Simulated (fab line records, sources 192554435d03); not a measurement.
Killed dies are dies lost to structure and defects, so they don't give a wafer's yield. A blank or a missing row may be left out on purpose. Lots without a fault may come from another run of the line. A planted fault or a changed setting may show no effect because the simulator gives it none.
Chamber matching | flow n5_finfet | N5_BEOL_M7_STRIP_19 on rie_diel-03: 4 sister chambers
The step strips in O2. 18 wafers are shown with their chamber, then 9 later ones without.

WAFERS WITH THEIR CHAMBER
wafer  | chamber | showerhead_plenum_p_Torr (Torr) | throttle_valve_pct (%) | oes_product_au (a.u.)
L075.1 | 0       | 2.02                            | 16.37                  | 0.84
L075.2 | 1       | 2.09                            | 16.47                  | 0.77
L075.3 | 3       | 2.17                            | 16.76                  | 0.70
L075.4 | 2       | 2.00                            | 16.74                  | 0.75
L075.5 | 1       | 2.09                            | 16.45                  | 0.76
L075.6 | 0       | 2.02                            | 16.36                  | 0.84
L077.2 | 3       | 2.17                            | 16.73                  | 0.69
L077.4 | 2       | 2.00                            | 16.75                  | 0.76
L077.5 | 0       | 2.02                            | 16.37                  | 0.84
L081.3 | 1       | 2.08                            | 16.47                  | 0.76
L081.5 | 0       | 2.02                            | 16.40                  | 0.84
L081.6 | 1       | 2.08                            | 16.46                  | 0.76
L088.1 | 2       | 1.99                            | 16.77                  | 0.76
L088.2 | 1       | 2.08                            | 16.47                  | 0.76
L088.3 | 3       | 2.17                            | 16.75                  | 0.69
L088.4 | 0       | 2.02                            | 16.42                  | 0.83
L088.5 | 3       | 2.17                            | 16.77                  | 0.69
L088.6 | 2       | 1.99                            | 16.78                  | 0.74

SIGNATURES (means of the wafers above)
reading                  | chamber 0 | chamber 1 | chamber 2 | chamber 3 | scatter within a chamber
showerhead_plenum_p_Torr | 2.0200    | 2.0840    | 1.9950    | 2.1700    | 0.00396
throttle_valve_pct       | 16.3840   | 16.4640   | 16.7600   | 16.7525   | 0.0184
oes_product_au           | 0.8380    | 0.7620    | 0.7525    | 0.6925    | 0.00604
Rule: a wafer's distance from a chamber is the root of the sum, over the readings, of the square of ((its reading less the chamber's mean) divided by the reading's scatter). The wafer belongs to the nearest chamber; if the next one is less than 2 further off, it can't be placed. The scatter: the root of (the sum of the squares of (reading less its chamber's mean) over the shown wafers, divided by (wafers less chambers)).

WAFERS WITHOUT THEIR CHAMBER
wafer  | showerhead_plenum_p_Torr (Torr) | throttle_valve_pct (%) | oes_product_au (a.u.)
L091.3 | 2.08                            | 16.50                  | 0.75
L091.5 | 2.02                            | 16.43                  | 0.82
L091.6 | 2.16                            | 16.75                  | 0.68
L092.2 | 2.16                            | 16.77                  | 0.67
L092.3 | 2.08                            | 16.49                  | 0.74
L092.6 | 2.01                            | 16.43                  | 0.82
L095.1 | 1.98                            | 16.82                  | 0.73
L095.4 | 2.07                            | 16.50                  | 0.72
L095.5 | 2.01                            | 16.41                  | 0.81

WHICH CHAMBER EACH WENT THROUGH
wafer  | from the rows above | in truth
L091.3 | 1                   | 1
L091.5 | 0                   | 0
L091.6 | 3                   | 3
L092.2 | 3                   | 3
L092.3 | 1                   | 1
L092.6 | 0                   | 0
L095.1 | 2                   | 2
L095.4 | 1                   | 1
L095.5 | 0                   | 0
Placed correctly: 9 of 9. Can't be placed from these rows: 0. Placed wrongly: 0.
